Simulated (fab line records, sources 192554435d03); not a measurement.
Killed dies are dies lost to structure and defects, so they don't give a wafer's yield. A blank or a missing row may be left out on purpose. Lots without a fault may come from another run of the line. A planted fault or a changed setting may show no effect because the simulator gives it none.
fab line records | flow n5_finfet
record lots=6 wafers=18 last_day=17
route steps=1938 shown MOL_CONTACT_COAG@523 PASSIVATION@1936
lots that met no fault: from a run of the same line without faults
start_h: hours from the record's first day to the start of the lot's first wafer shown | wait_h: hours since the lot's step before | " the same as in the row above | L1.1+2: a row that stands for several wafers | - no value, or no start given | * or withheld: withheld | < > ~ a bound
route shown NAME@n: a module of which the file shows steps, and the number in the route of the first | usual: mean/standard deviation of fault-free wafers | same: alike in all rows | chamber/n: place in a boat | sites: the reading at each site | _std_site: their standard deviation | _edge_site: outer sites' mean less inner sites' | radius_mm: how far each site lies from the wafer's centre | mask NAME#n: copy n | behind: the tool/chamber that last shaped the wafer | hold: why the lot was held/for how many hours/how that ended | device: the transistor (n, p or np) that didn't switch | end of line: the same wafers' tests at the end of the route | a step without rows: its recipe alone | killed: dies lost to structure and defects at the first sort, not the wafer's yield | map: a wafer's dies, x killed, . not, _ none there
set.NAME: the setting as run; set.NAME@STEP: as run at that earlier step | model.NAME: the simulator's own value behind a step, which no gauge read
lots at some steps of the route; a table a step, a row a wafer
services: from which hour (start_h, from the record's first day; less than 0 if before it) a tool's chamber was out of use, for how many hours, and why
## steps
# step N5_MOL_CONTACT_COAG_EXPOSE_05
# recipe mask_id=CA na=0.33 source_shape=annular sigma_inner=0.4 sigma_outer=0.8 polarization=unpolarized defocus_nm=0 dose_mj=38.25
# step N5_MOL_CONTACT_COAG_PEB_06
# recipe peb_temp_c=100 peb_time_s=60 resist=CAR-EUV
# step N5_MOL_CONTACT_COAG_DEVELOP_07
# recipe develop_time_s=30 developer=TMAH resist=CAR-EUV rinse_liquid=surfactant_rinse dry=air_spin dev_temp_c=23
# step N5_MOL_CONTACT_COAG_CD_MEAS_08
# recipe target_cd_nm=28 landing_energy_ev=500 detector=se_inlens polarity=opening
# usual cd_nm=27.91/0.25
# columns lot.wafer tool chamber start_h wait_h cd_nm
L763.1 cd_sem-02 0 92.37 - 28.25
L763.4 " 0 " " 27.36
L763.6 " 0 " " 27.98
L768.1 cd_sem-01 0 122.86 - 27.66
L768.3 " 0 " " 27.94
L768.6 " 0 " " 28.33
L769.1 cd_sem-02 0 134.86 - 28.21
L769.3 " 0 " " 27.65
L769.4 " 0 " " 27.79
L773.2 cd_sem-01 0 156.96 - 28.49
L773.4 " 0 " " 28.20
L773.6 " 0 " " 27.91
L776.2 cd_sem-03 0 171.40 - 28.09
L776.5 " 0 " " 27.75
L776.6 " 0 " " 27.81
L785.1 cd_sem-02 0 229.32 - 27.71
L785.4 " 0 " " 27.97
L785.6 " 0 " " 28.21
# step N5_MOL_CONTACT_COAG_OVL_MEAS_09
# recipe points_per_wafer=522
# usual CA_OVL=-0.5/0.59
# columns lot.wafer tool chamber start_h wait_h CA_OVL[nm]
L763.1 overlay-01 0 92.40 0.0 -0.1
L763.4 " 0 " " -0.7
L763.6 " 0 " " -0.8
L768.1 overlay-02 0 122.89 0.0 -0.4
L768.3 " 0 " " -1.4
L768.6 " 0 " " -1.5
L769.1 overlay-02 0 134.89 0.0 -0.8
L769.3 " 0 " " 0.1
L769.4 " 0 " " -0.7
L773.2 overlay-01 0 156.99 0.0 -1.4
L773.4 " 0 " " -0.1
L773.6 " 0 " " -0.4
L776.2 overlay-01 0 171.44 0.0 -0.1
L776.5 " 0 " " -0.1
L776.6 " 0 " " -0.4
L785.1 overlay-02 0 229.35 0.0 -0.5
L785.4 " 0 " " -0.6
L785.6 " 0 " " -0.3
# step N5_MOL_CONTACT_COAG_INSPECT_10
# recipe mode=adi inspect_instrument=brightfield
# usual raw_defect_count=77/28
# columns lot.wafer tool chamber start_h wait_h raw_defect_count
L763.1 defect_inspect-02 - 92.46 0.1 70
L763.4 " - " " 113
L763.6 " - " " 105
L768.1 defect_inspect-02 - 122.95 0.1 53
L768.3 " - " " 59
L768.6 " - " " 32
L769.1 defect_inspect-02 - 134.95 0.1 154
L769.3 " - " " 178
L769.4 " - " " 121
L773.2 defect_inspect-01 - 157.05 0.0 88
L773.4 " - " " 48
L773.6 " - " " 56
L776.2 defect_inspect-02 - 171.49 0.0 86
L776.5 " - " " 85
L776.6 " - " " 61
L785.1 defect_inspect-01 - 229.41 0.1 91
L785.4 " - " " 80
L785.6 " - " " 114
# step N5_MOL_CONTACT_COAG_DESCUM_13
# recipe chemistry=O2 time_s=7 source_power_w=50 bias_power_w=20 pressure_mtorr=20 rf_frequency_hz=2.712e+07 temp_c=40 resist=CAR-EUV o2_flow_sccm=225
# usual drypump_motor_current_A=5.7/0.37 oes_product_au=0.82/0.091 rf_vpp_V=243.3/1.2 showerhead_plenum_p_Torr=2.10/0.063 throttle_valve_pct=20.43/0.18
# columns lot.wafer tool chamber start_h wait_h drypump_motor_current_A oes_product_au rf_hours_counter_h rf_vpp_V showerhead_plenum_p_Torr throttle_valve_pct
L763.1 rie_diel-05 3 92.54 0.1 6.3 0.70 211 243.1 2.14 20.45
L763.4 " 0 " " 5.7 0.84 - 243.4 2.13 20.06
L763.6 " 2 " " 5.8 0.93 - 242.7 2.06 20.56
L768.1 rie_diel-05 2 122.98 0.0 5.8 0.92 24 244.1 2.06 20.57
L768.3 " 1 " " 5.9 0.97 13 242.8 2.04 20.42
L768.6 " 1 " " 5.9 0.96 - 243.8 2.04 20.41
L769.1 rie_diel-05 1 136.02 1.1 5.9 0.95 19 242.9 2.04 20.43
L769.3 " 3 " " 6.3 0.69 227 243.8 2.14 20.46
L769.4 " 2 " " 5.8 0.90 31 242.1 2.05 20.59
L773.2 rie_diel-01 3 157.08 0.0 5.6 0.70 215 245.1 2.17 20.68
L773.4 " 0 " " 5.4 0.86 58 243.8 2.15 20.42
L773.6 " 1 " " 6.1 0.84 - 244.9 2.12 20.46
L776.2 rie_diel-06 0 171.84 0.3 5.3 0.75 154 243.6 2.09 20.63
L776.5 " 1 " " 6.1 0.70 - 240.8 1.97 20.38
L776.6 " 0 " " 5.3 0.74 - 244.0 2.09 20.63
L785.1 rie_diel-01 3 229.48 0.1 5.6 0.67 241 244.4 2.16 20.70
L785.4 " 1 " " 6.1 0.82 99 242.6 2.11 20.50
L785.6 " 3 " " 5.6 0.68 - 245.3 2.16 20.72
# step N5_MOL_CONTACT_COAG_ETCH_59
# recipe chemistry=N2/H2 target=underlayer target_depth_a=130 mask_material=CAR-EUV time_s=10.4 ion_energy_ev=200 pressure_mtorr=30 source_w=840 bias_w=150 n2_flow_sccm=200 h2_flow_sccm=200 ends=cleared
# usual drypump_motor_current_A=5.7/0.38 etch_rf_on_time_s=10.29/0.18 oes_product_au=0.70/0.08 rf_fwd_power_W=819.3/2.8 rf_vpp_V=524.3/2.1 showerhead_plenum_p_Torr=2.55/0.078 throttle_valve_pct=17.85/0.18
# columns lot.wafer tool chamber start_h wait_h drypump_motor_current_A etch_rf_on_time_s oes_product_au rf_fwd_power_W rf_hours_counter_h rf_vpp_V showerhead_plenum_p_Torr throttle_valve_pct
L763.1 rie_diel-05 3 92.58 0.0 6.2 10.35 0.60 815.3 211 525.9 2.64 18.06
L763.4 " 0 " " 5.7 10.26 0.71 819.5 - 523.8 2.60 17.58
L763.6 " 2 " " 5.8 10.08 0.81 817.2 - 522.2 2.49 17.80
L768.1 rie_diel-05 2 123.02 0.0 5.8 10.04 0.79 816.1 24 522.8 2.49 17.82
L768.3 " 1 " " 5.8 10.05 0.82 818.5 13 523.4 2.48 17.82
L768.6 " 1 " " 5.8 10.17 0.82 819.3 - 521.6 2.48 17.81
L769.1 rie_diel-05 1 136.05 0.0 5.9 10.22 0.81 821.6 19 522.6 2.47 17.82
L769.3 " 3 " " 6.3 10.16 0.59 815.5 227 526.8 2.63 18.10
L769.4 " 2 " " 5.8 10.11 0.78 817.0 31 521.8 2.48 17.84
L773.2 rie_diel-01 3 157.12 0.0 5.6 10.48 0.59 818.5 215 525.5 2.62 18.05
L773.4 " 0 " " 5.4 10.04 0.76 821.8 58 524.2 2.56 17.61
L773.6 " 1 " " 6.1 10.11 0.73 822.1 - 525.5 2.55 17.75
L776.2 rie_diel-06 0 171.87 0.0 5.3 10.57 0.64 817.7 154 524.9 2.56 18.14
L776.5 " 1 " " 6.2 10.82 0.60 818.9 - 522.2 2.41 17.99
L776.6 " 0 " " 5.3 10.54 0.64 819.9 - 524.8 2.56 18.17
L785.1 rie_diel-01 3 229.52 0.0 5.6 10.52 0.57 820.8 241 525.1 2.61 18.08
L785.4 " 1 " " 6.1 10.11 0.70 815.0 99 524.7 2.54 17.79
L785.6 " 3 " " 5.6 10.47 0.57 816.3 - 527.0 2.61 18.09
# step N5_MOL_CONTACT_COAG_ETCH_105
# recipe chemistry=CF4 target=SiARC target_depth_a=156 mask_material=CAR-EUV time_s=26 ion_energy_ev=80 pressure_mtorr=40 source_w=545 bias_w=36 Ar_flow_sccm=100 cf4_flow_sccm=100 ends=cleared
# usual drypump_motor_current_A=5.7/0.38 etch_rf_on_time_s=25.7/0.44 oes_product_au=0.70/0.079 rf_fwd_power_W=532.2/1.8 rf_vpp_V=184.4/1.1 showerhead_plenum_p_Torr=2.15/0.058 throttle_valve_pct=15.56/0.22
# columns lot.wafer tool chamber start_h wait_h drypump_motor_current_A etch_rf_on_time_s oes_product_au rf_fwd_power_W rf_hours_counter_h rf_vpp_V showerhead_plenum_p_Torr throttle_valve_pct
L763.1 rie_diel-05 3 92.60 0.0 6.3 25.6 0.61 532.7 211 183.2 2.20 15.77
L763.4 " 0 " " 5.7 25.7 0.71 531.0 - 184.2 2.17 15.16
L763.6 " 2 " " 5.7 25.3 0.82 531.0 - 183.3 2.10 15.58
L768.1 rie_diel-05 2 123.04 0.0 5.8 25.2 0.79 534.4 24 183.4 2.10 15.58
L768.3 " 1 " " 5.9 25.7 0.82 530.0 13 183.4 2.09 15.48
L768.6 " 1 " " 5.9 25.9 0.81 531.9 - 184.6 2.09 15.47
L769.1 rie_diel-05 1 136.07 0.0 5.9 25.8 0.80 532.7 19 184.3 2.08 15.50
L769.3 " 3 " " 6.3 25.7 0.59 534.4 227 185.8 2.19 15.80
L769.4 " 2 " " 5.8 25.4 0.78 531.7 31 182.9 2.09 15.63
L773.2 rie_diel-01 3 157.14 0.0 5.6 26.1 0.59 530.9 215 185.8 2.21 15.87
L773.4 " 0 " " 5.4 25.1 0.76 530.6 58 184.7 2.17 15.41
L773.6 " 1 " " 6.1 25.4 0.73 532.9 - 184.5 2.17 15.61
L776.2 rie_diel-06 0 171.89 0.0 5.3 25.7 0.65 531.2 154 185.8 2.14 15.78
L776.5 " 1 " " 6.1 26.7 0.61 534.2 - 184.2 2.05 15.72
L776.6 " 0 " " 5.3 26.0 0.65 533.3 - 184.6 2.14 15.78
L785.1 rie_diel-01 3 229.54 0.0 5.6 26.3 0.57 531.5 241 185.7 2.20 15.91
L785.4 " 1 " " 6.1 25.2 0.70 530.2 99 184.7 2.16 15.65
L785.6 " 3 " " 5.6 26.4 0.58 534.0 - 184.0 2.20 15.90
# step N5_MOL_CONTACT_COAG_ETCH_106
# recipe chemistry=N2/H2 target=SOC target_depth_a=800 overetch_a=160 mask_material=SiARC temp_c=40 time_s=120 ion_energy_ev=200 pressure_mtorr=30 source_w=840 bias_w=150 n2_flow_sccm=200 h2_flow_sccm=200
# step N5_MOL_CONTACT_COAG_STRIP_107
# recipe chemistry=N2/H2 temp_c=40 n2_flow_sccm=200 h2_flow_sccm=200 rf_frequency_hz=6e+07
# step N5_MOL_CONTACT_COAG_STRIP_108
# recipe chemistry=N2/H2 temp_c=40 n2_flow_sccm=200 h2_flow_sccm=200 rf_frequency_hz=6e+07
# step N5_MOL_CONTACT_COAG_CONTACT_ETCH_14
# recipe chemistry=C4F6/O2 target=SiO2 target_depth_a=275 overetch_a=85 mask_material=SOC pressure_mtorr=30 source_w=370 bias_w=185 Ar_flow_sccm=300 C4F6_flow_sccm=16 O2_flow_sccm=10 time_s=20 ion_energy_ev=259.6
# usual drypump_motor_current_A=5.7/0.38 oes_product_au=0.69/0.074 rf_fwd_power_W=363.8/1.8 rf_vpp_V=693.0/2.8 showerhead_plenum_p_Torr=2.88/0.08 throttle_valve_pct=21.23/0.19
# columns lot.wafer tool chamber start_h wait_h drypump_motor_current_A oes_product_au rf_fwd_power_W rf_hours_counter_h rf_vpp_V showerhead_plenum_p_Torr throttle_valve_pct model.SOC_of_MOL_CONTACT_COAG_COAT_103.thk_nm
L763.1 rie_diel-05 3 92.73 0.0 6.3 0.60 366.2 211 697.3 2.97 21.38 78.8
L763.4 " 0 " " 5.7 0.70 364.7 - 693.4 2.93 20.91 78.8
L763.6 " 2 " " 5.8 0.80 364.0 - 690.6 2.81 21.24 79
L768.1 rie_diel-05 2 123.17 0.0 5.8 0.78 274.4 24 745.6 2.81 21.27 78.8
L768.3 " 1 " " 5.9 0.79 275.0 13 754.7 2.80 21.18 78.8
L768.6 " 1 " " 5.9 0.80 275.6 - 755.1 2.80 21.18 78.8
L769.1 rie_diel-05 1 136.20 0.0 5.8 0.79 277.3 19 755.9 2.80 21.17 78.6
L769.3 " 3 " " 6.3 0.59 278.3 227 751.6 2.96 21.42 79
L769.4 " 2 " " 5.8 0.76 272.6 31 744.5 2.80 21.29 78.8
L773.2 rie_diel-01 3 157.26 0.0 5.6 0.59 363.3 215 695.9 2.97 21.48 78.6
L773.4 " 0 " " 5.4 0.74 364.0 58 694.5 2.90 21.00 78.6
L773.6 " 1 " " 6.1 0.71 363.9 - 695.1 2.92 21.35 78.8
L776.2 rie_diel-06 0 172.02 0.0 5.3 0.63 362.3 154 692.1 2.87 21.40 78.8
L776.5 " 1 " " 6.1 0.60 364.2 - 687.6 2.75 21.36 78.8
L776.6 " 0 " " 5.4 0.64 363.3 - 693.4 2.87 21.39 78.8
L785.1 rie_diel-01 3 229.67 0.0 5.6 0.57 361.6 241 695.5 2.95 21.53 78.6
L785.4 " 1 " " 6.1 0.68 365.3 99 694.9 2.91 21.37 78.4
L785.6 " 3 " " 5.6 0.57 363.0 - 696.7 2.95 21.51 78.8
# step N5_MOL_CONTACT_COAG_STRIP_109
# recipe chemistry=C4F6/O2 resist=SiARC rf_frequency_hz=6e+07
# step N5_MOL_CONTACT_COAG_ETCH_15
# recipe chemistry=CH3F/O2 target=SiNx target_depth_a=70 mask_material=SOC stop_on=Si:P over_etch_frac=0.75 ion_energy_ev=120 pressure_mtorr=30 source_w=395 bias_w=73 Ar_flow_sccm=150 CH3F_flow_sccm=30 O2_flow_sccm=20
# usual drypump_motor_current_A=5.7/0.38 oes_product_au=0.60/0.064 rf_fwd_power_W=392.2/1.4 rf_vpp_V=298/5.7 showerhead_plenum_p_Torr=2.00/0.06 throttle_valve_pct=16.29/0.2
# columns lot.wafer tool chamber start_h wait_h drypump_motor_current_A oes_product_au rf_fwd_power_W rf_hours_counter_h rf_vpp_V showerhead_plenum_p_Torr throttle_valve_pct
L763.1 rie_diel-05 3 92.76 0.0 6.3 0.52 393.1 211 294 2.06 16.51
L763.4 " 0 " " 5.7 0.61 389.7 - 293 2.04 15.98
L763.6 " 2 " " 5.8 0.69 391.0 - 303 1.95 16.28
L768.1 rie_diel-05 2 123.20 0.0 5.8 0.67 393.1 24 303 1.95 16.29
L768.3 " 1 " " 5.8 0.69 389.9 13 305 1.94 16.18
L768.6 " 1 " " 5.9 0.68 391.0 - 305 1.94 16.19
L769.1 rie_diel-05 1 136.24 0.0 5.9 0.67 395.9 19 306 1.94 16.20
L769.3 " 3 " " 6.3 0.51 392.2 227 293 2.06 16.53
L769.4 " 2 " " 5.8 0.66 387.7 31 304 1.94 16.31
L773.2 rie_diel-01 3 157.30 0.0 5.6 0.51 390.0 215 301 2.07 16.58
L773.4 " 0 " " 5.4 0.63 393.1 58 292 2.02 16.08
L773.6 " 1 " " 6.1 0.61 390.8 - 296 2.03 16.34
L776.2 rie_diel-06 0 172.06 0.0 5.3 0.55 389.6 154 296 1.99 16.47
L776.5 " 1 " " 6.2 0.52 392.6 - 292 1.90 16.42
L776.6 " 0 " " 5.3 0.55 390.7 - 296 1.99 16.46
L785.1 rie_diel-01 3 229.70 0.0 5.6 0.49 392.5 241 301 2.06 16.65
L785.4 " 1 " " 6.1 0.59 391.4 99 295 2.02 16.37
L785.6 " 3 " " 5.6 0.50 393.3 - 300 2.06 16.66
# step N5_MOL_CONTACT_COAG_ETCH_110
# recipe chemistry=CF4/O2 target=Si target_depth_a=25 time_s=8 pressure_mtorr=100 source_w=200 bias_w=12 ion_energy_ev=60 Ar_flow_sccm=100 cf4_flow_sccm=100 O2_flow_sccm=10
# usual drypump_motor_current_A=5.7/0.38 oes_product_au=0.82/0.093 rf_fwd_power_W=198.2/0.73 rf_vpp_V=127.7/2.6 showerhead_plenum_p_Torr=2.23/0.059 throttle_valve_pct=10.68/0.27
# columns lot.wafer tool chamber start_h wait_h drypump_motor_current_A oes_product_au rf_fwd_power_W rf_hours_counter_h rf_vpp_V showerhead_plenum_p_Torr throttle_valve_pct model.SOC_of_MOL_CONTACT_COAG_COAT_103.thk_nm
L763.1 rie_diel-05 3 92.82 0.0 6.3 0.71 198.7 211 125.9 2.28 11.00 74
L763.4 " 0 " " 5.8 0.84 197.6 - 124.6 2.26 10.30 74
L763.6 " 2 " " 5.8 0.94 197.4 - 129.2 2.18 10.59 74
L768.1 rie_diel-05 2 123.26 0.0 5.8 0.93 197.5 24 129.8 2.18 10.61 73.8
L768.3 " 1 " " 5.9 0.95 197.9 13 130.8 2.17 10.48 74
L768.6 " 1 " " 5.8 0.96 198.5 - 131.8 2.17 10.49 73.8
L769.1 rie_diel-05 1 136.30 0.0 5.8 0.94 198.3 19 131.0 2.17 10.51 73.8
L769.3 " 3 " " 6.3 0.69 199.4 227 126.1 2.28 11.05 74
L769.4 " 2 " " 5.8 0.92 199.1 31 131.5 2.17 10.63 73.8
L773.2 rie_diel-01 3 157.36 0.0 5.6 0.69 198.9 215 128.0 2.29 11.05 73.8
L773.4 " 0 " " 5.4 0.89 199.0 58 123.8 2.25 10.50 73.8
L773.6 " 1 " " 6.1 0.86 197.7 - 126.1 2.26 10.67 73.8
L776.2 rie_diel-06 0 172.12 0.0 5.3 0.76 198.1 154 126.1 2.23 10.92 74
L776.5 " 1 " " 6.2 0.71 197.7 - 125.3 2.12 10.92 74
L776.6 " 0 " " 5.3 0.77 198.5 - 126.8 2.23 10.92 74
L785.1 rie_diel-01 3 229.76 0.0 5.6 0.68 198.0 241 130.1 2.28 11.15 73.8
L785.4 " 1 " " 6.1 0.82 198.4 99 125.5 2.25 10.72 73.6
L785.6 " 3 " " 5.6 0.66 198.3 - 129.2 2.28 11.14 74
# step N5_MOL_CONTACT_COAG_STRIP_98
# recipe chemistry=N2/H2 power_w=500 temp_c=40 pressure_mtorr=50 rf_frequency_hz=6e+07 overash_fraction=0.3 bias_power_w=8 h2_frac=0.5 n2_flow_sccm=300 h2_flow_sccm=300
# usual drypump_motor_current_A=5.7/0.38 oes_product_au=0.82/0.092 power_w=499.9/1.4 rf_vpp_V=54.2/1.5 showerhead_plenum_p_Torr=3.37/0.099 throttle_valve_pct=18.91/0.21
# columns lot.wafer tool chamber start_h wait_h drypump_motor_current_A oes_product_au power_w rf_hours_counter_h rf_vpp_V showerhead_plenum_p_Torr throttle_valve_pct
L763.1 rie_diel-05 3 92.87 0.0 6.3 0.70 502.8 211 53.8 3.48 18.97
L763.4 " 0 " " 5.8 0.85 500.3 - 55.6 3.43 18.75
L763.6 " 2 " " 5.8 0.94 499.0 - 52.6 3.29 18.62
L768.1 rie_diel-05 2 123.31 0.0 5.8 0.91 499.3 24 53.7 3.29 18.71
L768.3 " 1 " " 5.9 0.96 497.7 13 55.9 3.27 19.01
L768.6 " 1 " " 5.9 0.96 499.1 - 53.6 3.28 19.00
L769.1 rie_diel-05 1 136.35 0.0 5.9 0.94 499.8 19 53.8 3.27 18.99
L769.3 " 3 " " 6.3 0.69 499.7 227 54.4 3.47 19.00
L769.4 " 2 " " 5.8 0.89 499.5 31 53.5 3.28 18.68
L773.2 rie_diel-01 3 157.41 0.0 5.6 0.69 500.1 215 55.5 3.45 19.03
L773.4 " 0 " " 5.4 0.88 500.6 58 54.1 3.39 18.71
L773.6 " 1 " " 6.1 0.85 500.6 - 52.9 3.37 18.74
L776.2 rie_diel-06 0 172.17 0.0 5.4 0.76 500.2 154 52.1 3.38 19.27
L776.5 " 1 " " 6.2 0.71 501.7 - 53.7 3.19 19.39
L776.6 " 0 " " 5.3 0.75 498.1 - 54.6 3.38 19.28
L785.1 rie_diel-01 3 229.81 0.0 5.6 0.65 499.2 241 52.4 3.44 19.06
L785.4 " 1 " " 6.1 0.81 500.4 99 54.6 3.36 18.83
L785.6 " 3 " " 5.6 0.67 499.9 - 56.9 3.44 19.05
# step N5_PASSIVATION_PROBE_49
# usual defect_limited_yield=91.3/1.5 killed_at_M0_to_M3=31/11 killed_at_M4_up=14/5.1 killed_at_contacts=12/5.6 killed_at_front_end=42/12 killed_at_other=3.8/2.9 killed_dies=103/18 killed_open=67/14 killed_short=33/8 sort_bin_5_function=5.1/1 sort_bin_6_memory=3.2/0.75 sort_n_pass=1077/18 sort_yield_pct=91.3/1.5
# same gross_dies=1180 killed_at_back_side=0 sort_bin_4_leakage[%]=0 sort_bin_8_speed[%]=0
# columns lot.wafer tool chamber start_h wait_h defect_limited_yield[%] killed_at_M0_to_M3 killed_at_M4_up killed_at_contacts killed_at_front_end killed_at_other killed_dies killed_open killed_short sort_bin_5_function[%] sort_bin_6_memory[%] sort_n_pass sort_yield_pct[%]
L763.1 prober-02 - 291.86 0.8 93.9 20 8 10 34 0 72 46 24 3.8 2.2 1108 93.9
L763.4 prober-02 - 292.01 1.0 92.0 29 6 12 43 4 94 64 30 4.4 3.5 1086 92.0
L763.6 prober-02 - 292.11 1.1 91.6 37 11 19 28 4 99 63 35 5.4 2.6 1081 91.6
L773.2 prober-01 - 364.69 0.1 91.4 25 13 12 48 3 101 66 33 5.8 2.7 1079 91.4
L773.4 prober-01 - 364.79 0.2 89.6 40 14 7 51 11 123 73 40 6.3 3.1 1057 89.6
L773.6 prober-01 - 364.89 0.3 92.9 19 15 4 41 5 84 50 25 4.6 1.8 1096 92.9
L776.2 prober-01 - 379.47 0.1 90.3 42 13 8 49 3 115 82 33 6.5 2.7 1065 90.3
L776.5 prober-01 - 379.62 0.2 90.1 56 11 8 42 0 117 88 29 6.3 3.4 1063 90.1
L776.6 prober-01 - 379.67 0.3 91.7 40 7 13 38 0 98 67 29 4.8 3.1 1082 91.7
L785.1 prober-01 - 416.36 0.0 93.3 23 9 3 43 1 79 54 25 3.7 2.6 1101 93.3
L785.4 prober-01 - 416.51 0.2 92.1 31 5 6 47 4 93 62 30 5.0 2.6 1087 92.1
L785.6 prober-01 - 416.61 0.3 91.9 26 18 13 36 3 96 66 26 4.6 3.1 1084 91.9
# killed by level:class
L763.1 BEOL_M0_SAQP:geometric_particle:short=9 MOL_CONTACT_COAG:geometric_particle:open=7 BEOL_M0_SAQP:geometric_particle:open=7 STARTING-WAFER:geometric_particle:open=6 DUMMY_GATE:geometric_particle:open=4 ILD0:geometric_particle:short=4 ILD0:geometric_particle:open=4 BEOL_M8:geometric_particle:open=4
L763.4 BEOL_M0_SAQP:geometric_particle:open=13 FIN_SAQP:geometric_particle:open=11 MOL_CONTACT_COAG:geometric_particle:open=10 STI_FIN_REVEAL:geometric_particle:open=9 BEOL_M0_SAQP:geometric_particle:short=7 ILD0:geometric_particle:open=4 STARTING-WAFER:geometric_particle:short=4 FIN_SAQP:geometric_particle:short=3
L763.6 MOL_CONTACT_COAG:geometric_particle:open=15 BEOL_M2:geometric_particle:open=9 BEOL_M0_SAQP:geometric_particle:short=9 BEOL_M0_SAQP:geometric_particle:open=6 BEOL_M4:geometric_particle:open=5 FIN_SAQP:geometric_particle:open=4 STI_FIN_REVEAL:geometric_particle:open=4 GATE_CUT:geometric_particle:short=4
L773.2 BEOL_M3:geometric_particle:open=15 STI_FIN_REVEAL:geometric_particle:open=12 MOL_CONTACT_COAG:geometric_particle:open=11 FIN_SAQP:geometric_particle:short=10 FIN_SAQP:geometric_particle:open=7 GATE_CUT:geometric_particle:short=5 BEOL_M0_SAQP:geometric_particle:short=4 BEOL_M4:geometric_particle:open=4
L773.4 BEOL_M3:geometric_particle:open=11 STI_FIN_REVEAL:geometric_particle:open=10 BEOL_M0_SAQP:geometric_particle:open=9 BEOL_M0_SAQP:geometric_particle:short=9 HKMG_FIN:area_etch=9 FIN_SAQP:geometric_particle:short=8 BEOL_M2:geometric_particle:open=7 FIN_SAQP:geometric_particle:open=5
L773.6 BEOL_M3:geometric_particle:open=10 HKMG_FIN:area_etch=9 FIN_SAQP:geometric_particle:short=8 BEOL_M4:geometric_particle:open=8 FIN_SAQP:geometric_particle:open=4 STI_FIN_REVEAL:geometric_particle:open=4 MOL_CONTACT_COAG:geometric_particle:open=4 STARTING-WAFER:geometric_particle:short=4
L776.2 BEOL_M1:geometric_particle:open=15 STI_FIN_REVEAL:geometric_particle:open=14 BEOL_M5:geometric_particle:open=7 STI_FIN_REVEAL:geometric_particle:short=6 MOL_CONTACT_COAG:geometric_particle:open=6 BEOL_M3:geometric_particle:open=6 FIN_SAQP:geometric_particle:open=5 DUMMY_GATE:geometric_particle:open=5
L776.5 BEOL_M1:geometric_particle:open=21 FIN_SAQP:geometric_particle:open=13 BEOL_M0_SAQP:geometric_particle:open=12 BEOL_M0_SAQP:geometric_particle:short=9 MOL_CONTACT_COAG:geometric_particle:open=8 STI_FIN_REVEAL:geometric_particle:open=7 BEOL_M1:geometric_particle:short=7 BEOL_M2:geometric_particle:open=5
L776.6 MOL_CONTACT_COAG:geometric_particle:open=12 BEOL_M1:geometric_particle:open=8 FIN_SAQP:geometric_particle:short=7 DUMMY_GATE:geometric_particle:open=7 BEOL_M0_SAQP:geometric_particle:short=7 BEOL_M3:geometric_particle:open=7 FIN_SAQP:geometric_particle:open=6 BEOL_M0_SAQP:geometric_particle:open=6
L785.1 STI_FIN_REVEAL:geometric_particle:open=12 FIN_SAQP:geometric_particle:short=7 BEOL_M3:geometric_particle:open=7 FIN_SAQP:geometric_particle:open=6 BEOL_M2:geometric_particle:open=6 BEOL_M1:geometric_particle:open=4 STI_FIN_REVEAL:geometric_particle:short=3 ILD0:geometric_particle:open=3
L785.4 STI_FIN_REVEAL:geometric_particle:open=13 BEOL_M0_SAQP:geometric_particle:open=9 BEOL_M2:geometric_particle:open=9 FIN_SAQP:geometric_particle:short=7 FIN_SAQP:geometric_particle:open=6 STI_FIN_REVEAL:geometric_particle:short=5 GATE_CUT:geometric_particle:short=4 MOL_CONTACT_COAG:geometric_particle:open=4
L785.6 BEOL_M2:geometric_particle:open=13 MOL_CONTACT_COAG:geometric_particle:open=10 BEOL_M4:geometric_particle:open=10 FIN_SAQP:geometric_particle:short=6 STI_FIN_REVEAL:geometric_particle:open=6 ILD0:geometric_particle:open=4 HKMG_FIN:area_etch=4 FIN_SAQP:geometric_particle:open=3
## services
# columns tool chamber start_h hours kind
rie_diel-01 2 79.53 - clean
rie_diel-01 2 79.53 - consumable_replace:focus_ring
rie_diel-01 2 79.53 25.2 scheduled_down
rie_diel-01 2 79.53 25.2 vent_cycle
rie_diel-05 1 89.71 3.3 repair
rie_diel-06 3 100.54 10.5 repair
rie_diel-06 - 125.58 28.1 pm
rie_diel-01 2 128.72 2.3 repair
rie_diel-06 3 166.60 - clean
rie_diel-06 3 166.60 - consumable_replace:focus_ring
rie_diel-05 3 194.37 - clean
rie_diel-05 3 194.37 - consumable_replace:focus_ring
rie_diel-05 3 194.37 13.7 scheduled_down
rie_diel-05 3 194.37 13.7 vent_cycle
rie_diel-06 3 225.92 16.6 repair
## key
first_sign step=N5_MOL_CONTACT_COAG_CONTACT_ETCH_14 reading=rf_fwd_power_W direction=down sigmas=50 usual=* struck=*
effect step=N5_MOL_CONTACT_COAG_CONTACT_ETCH_14 reading=rf_vpp_V direction=up sigmas=21 usual=693.0 struck=751.2
model_effect step=N5_MOL_CONTACT_COAG_CONTACT_ETCH_14 value=SOC_of_MOL_CONTACT_COAG_COAT_103.thk_nm without=78.47 struck=78.8
model_effect step=N5_MOL_CONTACT_COAG_ETCH_110 value=SOC_of_MOL_CONTACT_COAG_COAT_103.thk_nm without=73.53 struck=73.87
met_at N5_MOL_CONTACT_COAG_CONTACT_ETCH_14
struck_wafers L768.1,L768.3,L768.6,L769.1,L769.3,L769.4
rows_end L768.1,L768.3,L768.6,L769.1,L769.3,L769.4
onset_between 92.73 123.17
fault kind=process_parameter_drift tool=rie_diel-05 chamber=- onset_h=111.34 steps=N5_MOL_CONTACT_COAG_CONTACT_ETCH_14 channel=source_w offset=-88.8 shape=step acts_in=these_recipes_only stated=370
# rows_end: these wafers met a further fault down the route, and their rows from its step on are left out
